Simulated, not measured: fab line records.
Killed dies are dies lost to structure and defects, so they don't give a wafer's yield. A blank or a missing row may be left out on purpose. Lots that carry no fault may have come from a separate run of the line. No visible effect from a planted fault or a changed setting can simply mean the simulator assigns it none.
Matching of chambers | flow n5Finfet | 4 sister chambers for N5_BEOL_M0_SAQP_DESCUM_19 on rieDiel-02
The step chemistry O2, time 7.9 s. 14 wafers are shown with their chamber, then 7 later ones without.

WAFERS, EACH WITH ITS CHAMBER
wafer  | chamber | drypumpMotorCurrentA (A) | throttleValvePct (%) | showerheadPlenumPTorr (Torr)
L076.1 | 2       | 5.3                      | 20.44                | 2.03
L076.4 | 3       | 5.2                      | 20.59                | 2.12
L076.5 | 0       | 6.1                      | 20.09                | 2.14
L081.1 | 3       | 5.3                      | 20.60                | 2.12
L081.3 | 2       | 5.3                      | 20.46                | 2.03
L081.4 | 0       | 6.1                      | 20.09                | 2.13
L084.1 | 1       | 6.6                      | 20.28                | 2.23
L084.4 | 0       | 6.2                      | 20.09                | 2.13
L084.6 | 2       | 5.3                      | 20.46                | 2.03
L085.2 | 3       | 5.2                      | 20.59                | 2.12
L085.3 | 2       | 5.3                      | 20.47                | 2.02
L085.4 | 1       | 6.6                      | 20.28                | 2.23
L092.1 | 2       | 5.3                      | 20.48                | 2.02
L092.2 | 1       | 6.6                      | 20.31                | 2.22

SIGNATURES (averages over the wafers above)
reading               | chamber 0 | chamber 1 | chamber 2 | chamber 3 | scatter within a chamber
drypumpMotorCurrentA  | 6.133     | 6.600     | 5.300     | 5.233     | 0.0365
throttleValvePct      | 20.0900   | 20.2900   | 20.4620   | 20.5933   | 0.0124
showerheadPlenumPTorr | 2.1333    | 2.2267    | 2.0260    | 2.1200    | 0.00503
Rule: for each reading, subtract the chamber's mean from the wafer's reading, divide by that reading's scatter and square the result; add these up over the readings and take the root, which gives the wafer's distance from the chamber. The wafer belongs to the nearest chamber; if the next one is less than 2 further off, it can't be placed. The scatter: the root of (the sum of the squares of (reading less its chamber's mean) over the shown wafers, divided by (wafers less chambers)).

WAFERS WITH NO CHAMBER GIVEN
wafer  | drypumpMotorCurrentA (A) | throttleValvePct (%) | showerheadPlenumPTorr (Torr)
L092.6 | 5.2                      | 20.64                | 2.11
L095.2 | 5.3                      | 20.48                | 2.02
L095.5 | 5.3                      | 20.49                | 2.02
L095.6 | 5.2                      | 20.63                | 2.11
L097.2 | 5.3                      | 20.51                | 2.02
L097.3 | 5.2                      | 20.65                | 2.11
L097.6 | 6.5                      | 20.31                | 2.22

WHICH CHAMBER EACH WENT THROUGH
wafer  | from the rows above | in truth
L092.6 | 3                   | 3
L095.2 | 2                   | 2
L095.5 | 2                   | 2
L095.6 | 3                   | 3
L097.2 | 2                   | 2
L097.3 | 3                   | 3
L097.6 | 1                   | 1
Placed correctly: 7 of 7. Number that these rows cannot place: 0. Number placed wrongly: 0.
